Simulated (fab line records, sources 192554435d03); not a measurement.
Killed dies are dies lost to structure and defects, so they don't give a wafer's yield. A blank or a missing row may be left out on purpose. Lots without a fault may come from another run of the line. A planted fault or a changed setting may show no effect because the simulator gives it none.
Chamber matching | flow n5_finfet | N5_BEOL_M8_CURE_75 on uv_cure-03: 3 sister chambers
The step cures SiCOH lowk, time 120 s. 22 wafers are shown with their chamber, then 11 later ones without.

WAFERS WITH THEIR CHAMBER
wafer  | chamber | wafer_temp_C_max | lamp_power_pct (%)
L078.2 | 2       | 371.8            | 52.27
L078.3 | 2       | 372.0            | 52.33
L078.6 | 2       | 372.1            | 52.34
L081.3 | 1       | 371.7            | 52.20
L081.5 | 1       | 371.2            | 52.44
L081.6 | 1       | 371.7            | 52.39
L085.1 | 2       | 371.6            | 52.26
L085.2 | 2       | 371.8            | 52.34
L085.3 | 2       | 372.1            | 52.26
L087.1 | 1       | 371.4            | 52.27
L087.3 | 1       | 371.6            | 52.26
L087.5 | 1       | 371.8            | 52.42
L086.2 | 0       | 371.3            | 52.25
L086.3 | 0       | 371.3            | 52.35
L086.4 | 0       | 370.4            | 52.29
L090.1 | 2       | 371.2            | 52.34
L090.3 | 2       | 371.6            | 52.36
L090.6 | 2       | 372.0            | 52.35
L090.2 | 2       | 372.2            | 52.32
L090.4 | 2       | 372.4            | 52.30
L090.5 | 2       | 372.1            | 52.23
L093.1 | 2       | 371.9            | 52.27

SIGNATURES (means of the wafers above)
reading          | chamber 0 | chamber 1 | chamber 2 | scatter within a chamber
wafer_temp_C_max | 371.000   | 371.567   | 371.908   | 0.321
lamp_power_pct   | 52.2967   | 52.3300   | 52.3054   | 0.0632
Rule: a wafer's distance from a chamber is the root of the sum, over the readings, of the square of ((its reading less the chamber's mean) divided by the reading's scatter). The wafer belongs to the nearest chamber; if the next one is less than 2 further off, it can't be placed. The scatter: the root of (the sum of the squares of (reading less its chamber's mean) over the shown wafers, divided by (wafers less chambers)).

WAFERS WITHOUT THEIR CHAMBER
wafer  | wafer_temp_C_max | lamp_power_pct (%)
L093.3 | 371.5            | 52.37
L093.4 | 371.8            | 52.25
L093.2 | 371.9            | 52.32
L093.5 | 372.4            | 52.29
L093.6 | 371.9            | 52.35
L091.1 | 371.5            | 52.28
L091.2 | 371.4            | 52.28
L091.4 | 371.3            | 52.32
L094.3 | 371.8            | 52.23
L094.4 | 371.3            | 52.28
L094.6 | 371.8            | 52.26

WHICH CHAMBER EACH WENT THROUGH
wafer  | from the rows above          | in truth
L093.3 | can't be placed: 1 or 2 or 0 | 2
L093.4 | can't be placed: 2 or 1 or 0 | 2
L093.2 | can't be placed: 2 or 1      | 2
L093.5 | can't be placed: 2 or 1      | 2
L093.6 | can't be placed: 2 or 1      | 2
L091.1 | can't be placed: 1 or 2 or 0 | 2
L091.2 | can't be placed: 1 or 0 or 2 | 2
L091.4 | can't be placed: 1 or 0 or 2 | 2
L094.3 | can't be placed: 2 or 1 or 0 | 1
L094.4 | can't be placed: 0 or 1 or 2 | 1
L094.6 | can't be placed: 2 or 1 or 0 | 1
Placed correctly: 0 of 11. Can't be placed from these rows: 11 (the true chamber is among the candidates in 11). Placed wrongly: 0.
